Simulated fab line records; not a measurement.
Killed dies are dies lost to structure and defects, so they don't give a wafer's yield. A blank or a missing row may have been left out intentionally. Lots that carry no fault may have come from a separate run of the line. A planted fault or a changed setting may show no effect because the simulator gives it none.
Which tool did it? | flow n5Finfet | 30 wafers sampled from 10 lots at 1 step of a route of 1938

WHAT THE GAUGES READ, wafer by wafer
N5_BEOL_M8_INSPECT_13: inspects for defects (brightfield). Usual: 415 for rawDefectCount, sd 93.
lot  | measured     | on               | rawDefectCount | flag
L745 | day 10 06:57 | defectInspect-02 | 644 779 572    | 
L747 | day 10 11:56 | defectInspect-02 | 291 296 347    | 
L749 | day 10 16:22 | defectInspect-01 | 540 315 390    | 
L746 | day 10 17:16 | defectInspect-01 | 376 399 303    | 
L748 | day 10 19:40 | defectInspect-02 | 386 411 492    | 
L753 | day 11 23:55 | defectInspect-02 | 619 292 397    | 
L755 | day 12 14:30 | defectInspect-01 | 420 507 515    | 
L760 | day 13 10:00 | defectInspect-01 | 437 448 512    | 
L758 | day 13 10:22 | defectInspect-01 | 455 368 367    | 
L762 | day 14 01:33 | defectInspect-02 | 449 354 345    | 

WHAT TOOL EACH LOT RAN ON (gives the tool, then ch and the chambers of the sampled wafers, and finally the start)
The record shows no process step preceding these readings.

WHAT THE TOOLS THEMSELVES READ (means of the sampled wafers that have a number; where no wafer has one, the mark that the record gives instead)
The record holds no such reading with a usual standard deviation.

THE ANSWER, worked out from the rows above alone
Rule: a lot counts as off when the mean over its wafers that have a number is more than 3 standard deviations away from the usual mean. A lot without any number at a reading at which 4 lots or more have one is off too. Where the step has rows for the other lots, those lots are counted as sound. After the gauges, taken in route order, come the tools' own readings; for these a lot's mean is taken, as printed above. The first step at which some lot is off is used, and at that step the reading that is off furthest; a lot without a number counts as furthest.
Nothing can be told from this: no lot is off at any reading shown.

WHAT THE SIMULATOR HAD PUT IN
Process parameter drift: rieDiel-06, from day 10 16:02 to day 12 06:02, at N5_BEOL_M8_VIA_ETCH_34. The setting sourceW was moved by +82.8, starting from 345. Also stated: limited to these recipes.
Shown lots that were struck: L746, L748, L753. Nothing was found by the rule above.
